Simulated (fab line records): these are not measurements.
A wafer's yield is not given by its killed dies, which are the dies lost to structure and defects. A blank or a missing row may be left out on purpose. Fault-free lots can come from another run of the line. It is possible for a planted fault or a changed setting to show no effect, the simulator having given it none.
Code-filled problem report in 8D (eight disciplines) form | flow n5 finfet | the parts of the form that need people (team, actions taken, sign-off) are left out

== 1. WHAT WENT WRONG ==
Mean of etch rf on time s at N5_BEOL_M9_ETCH_61: 125.7 s across 4 wafers in 2 lots; on wafers with no fault it is 65.4 s (standard deviation 1.1). Relative to the usual mean, that is a shift of +55 standard deviations.
The step: etches SiARC in CF4, target depth 39 nm, time 65 s.
Seen first at day 13 15:03 on rie diel-05, wafer L805.1. At this step, 32 wafers from 11 lots have a number in the record. Rule for "out" (also "out of limits"): further than 4 standard deviations from the usual mean. The other wafers with a number count as sound.

== 2. WHAT IT IS, AND WHAT IT ISN'T ==
question                    | is                             | is not
which readings at this step | etch rf on time s              | drypump motor current A, rf vpp V, showerhead plenum p Torr, throttle valve pct
which lots                  | L805, L807                     | L790, L791, L793, L796, L798, L808, L809, L811, L813
which wafers of those lots  | L805.1, L805.4, L807.1, L807.4 | L805.6
read on which tools         | rie diel-05                    | rie diel-03, rie diel-06
when                        | from day 13 15:03              | up to then (16 sound wafers); but 12 sound wafers of L808, L809, L811, L813 came after

== 3. WHAT RULES OUT EACH SUSPECT ==
Counting: a tool at a process step up to the reading stays a suspect if it ran every lot that is out. Sound lots after the first of them don't rule it out here, since some wafers of a struck lot are sound.
- rie diel-05 at N5_BEOL_M9_ETCH_61 (etches SiARC in CF4, target depth 39 nm, time 65 s): kept. It processed each lot that is out (first: L805, day 13 15:03); up to then, its last sound lot is L796 (day 11 00:01). Its own readings are out on those wafers: etch rf on time s.
- Within rie diel-05 at N5_BEOL_M9_ETCH_61: the wafers that are out ran in chambers 0, 1, 3; their sound lot-mates ran in chamber 2.
After counting, what remains is rie diel-05 at N5_BEOL_M9_ETCH_61.

== 4. THE CAUSE (what the simulator had put in) ==
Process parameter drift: rie diel-05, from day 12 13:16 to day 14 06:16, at N5_BEOL_M9_ETCH_61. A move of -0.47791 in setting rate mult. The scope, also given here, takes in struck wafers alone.
This tool alone remained once counting was done.

== 5. THE EFFECT CHAIN, in route order ==
Each row: a reading where the mean over the struck wafers with a number is more than 3 standard deviations away from the usual. Scope: only readings with a usual standard deviation given in the record; hours: median across lots of the time from each lot's start at the first step in this table that gives one to its start at this step; sigmas: change in usual standard deviations.
hours | step               | reading           | usual  | on struck wafers | change | sigmas
0     | N5_BEOL_M9_ETCH_61 | etch rf on time s | 65.4 s | 125.7            | +60.3  | +55
Here are the process steps it includes:
- N5_BEOL_M9_ETCH_61: etches SiARC in CF4, target depth 39 nm, time 65 s.
Readings that are blank on the struck wafers while sound wafers have them: bias w at N5_BEOL_M9_ETCH_61.

== 6. WHAT WOULD HAVE CAUGHT IT SOONER ==
First out-of-limits reading in this record: day 13 15:03, which is 26 hours after fault onset at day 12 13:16.
